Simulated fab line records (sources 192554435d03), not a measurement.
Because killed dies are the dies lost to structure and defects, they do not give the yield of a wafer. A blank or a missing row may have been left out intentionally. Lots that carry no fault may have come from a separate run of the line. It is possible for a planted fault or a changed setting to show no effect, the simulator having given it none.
3 desks looking at one fault / flow n5 finfet / each desk holds nothing but its own numbers, with what lay behind them at the end
Where a reading is given only as a bound, like >300, the bound stands for it, and a mean or a difference that rests on one is marked > or <: the true number lies beyond.

## THE DEFECT DESK
Per lot, the means of the sampled wafers with a number show what the inspections along the route counted. The brackets show how far a lot's mean lies from the usual mean; more than 4 standard deviations puts the lot out of limits, marked OUT.
Columns: A = raw defect count at N5_SDB_INSPECT_36, usual 45; B = raw defect count at N5_HKMG_FIN_INSPECT_61, usual 2.0
lot=L364; first seen here=day 4 06:15; A=40; B=1.0
lot=L365; first seen here=day 4 18:26; A=64; B=2.7
lot=L367; first seen here=day 5 00:01; A=46; B=>101 (>+70) OUT
lot=L371; first seen here=day 5 22:43; A=46; B=1.7
lot=L378; first seen here=day 7 14:05; A=36; B=3.0
lot=L379; first seen here=day 8 04:10; A=28; B=2.3
lot=L382; first seen here=day 9 00:40; A=33; B=1.3
lot=L383; first seen here=day 9 04:18; A=48; B=1.0
lot=L384; first seen here=day 9 07:57; A=35; B=3.0
This desk finds L367 out of limits, L367 being first, at day 5 01:37 (raw defect count at N5_HKMG_FIN_INSPECT_61). L364, L365, L371, L378, L379, L382, L383, L384: within limits.

## AT THE METROLOGY DESK
Means of the sampled wafers that have a number, per lot and without regard to the tool the lot ran on: this is what the gauges read. The brackets show how far a lot's mean lies from the usual mean; more than 4 standard deviations puts the lot out of limits, marked OUT. 7 of its 11 readings are shown, namely those furthest out on some lot.
Columns: A = SDB_THK at N5_SDB_THK_MEAS_31, usual 64.5 nm; B = DIBL_N at N5_BEOL_M4_RC_MEAS_101, usual 35.7 mV/V; C = IOFF_N at N5_BEOL_M4_RC_MEAS_101, usual 0.155 nA/um; D = ION_P at N5_BEOL_M4_RC_MEAS_101, usual 462 uA/um; E = SS_N at N5_BEOL_M4_RC_MEAS_101, usual 71.3 mV/dec; F = VT_N at N5_BEOL_M4_RC_MEAS_101, usual 250 mV; G = VT_P at N5_BEOL_M4_RC_MEAS_101, usual -251 mV
lot=L364; first seen here=day 4 06:14; A=65.7; B=37.1; C=0.185; D=469; E=71.6; F=246; G=-248
lot=L365; first seen here=day 4 18:25; A=64.9; B=34.6; C=0.156; D=465; E=71.2; F=248; G=-249
lot=L367; first seen here=day 4 23:59; A=64.6; B=36.2; C=0.162; D=464; E=72.1; F=249; G=-252
lot=L371; first seen here=day 5 22:41; A=64.9; B=36.5; C=0.144; D=460; E=71.5; F=253; G=-248
lot=L378; first seen here=day 7 14:04; A=63.8; B=37.2; C=0.162; D=459; E=71.7; F=251; G=-249
lot=L379; first seen here=day 8 04:09; A=63.7; B=37.1; C=0.166; D=469; E=72.3; F=247; G=-247
lot=L382; first seen here=day 9 00:38; A=66.1; B=36.0; C=0.139; D=467; E=71.2; F=251; G=-249
lot=L383; first seen here=day 9 04:16; A=61.8; B=35.0; C=0.144; D=457; E=71.1; F=251; G=-254
lot=L384; first seen here=day 9 07:55; A=65.6; B=34.9; C=0.152; D=461; E=71.0; F=251; G=-251
Result from this desk: across the 9 lots, nothing is out of limits.

## DESK OF THE TOOL OWNER: ald hk-02
The tool's own readings at N5_HKMG_FIN_ALD_74 (deposits La2O3, target thk 0.5 nm, pulse time 6 s, co reactant pulse time 1 s): means of the sampled wafers that have a number, for each lot that ran on this tool. The brackets show how far a lot's mean lies from the usual mean; more than 4 standard deviations puts the lot out of limits, marked OUT.
Columns: A = heater power w at N5_HKMG_FIN_ALD_74, usual 363 W; B = precursor pulse height rel at N5_HKMG_FIN_ALD_74, usual 1.002
lot=L364; first seen here=day 4 07:49; A=329; B=1.016
lot=L365; first seen here=day 4 19:25; A=329; B=1.016
lot=L367; first seen here=day 5 01:01; A=322; B=1.005
Result from this desk: across the 3 lots, nothing is out of limits.

## BROUGHT TOGETHER
The defect desk could have raised an alarm at day 5 01:37, on L367.
At the metrology desk, nothing out of limits was observed.
Nothing out of limits was seen by the tool owner's desk.
The metrology desk holds a record of L367, inside its limits.
The tool owner's desk has L367 on record, within its limits.
On ald hk-02, each named lot ran N5_HKMG_FIN_ALD_74.

## WHAT THE SIMULATOR PUT IN
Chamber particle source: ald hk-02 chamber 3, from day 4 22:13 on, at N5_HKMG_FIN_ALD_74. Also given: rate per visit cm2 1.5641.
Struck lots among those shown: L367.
Hours from the fault's start to each desk's first reading out of limits: the defect desk, 3.
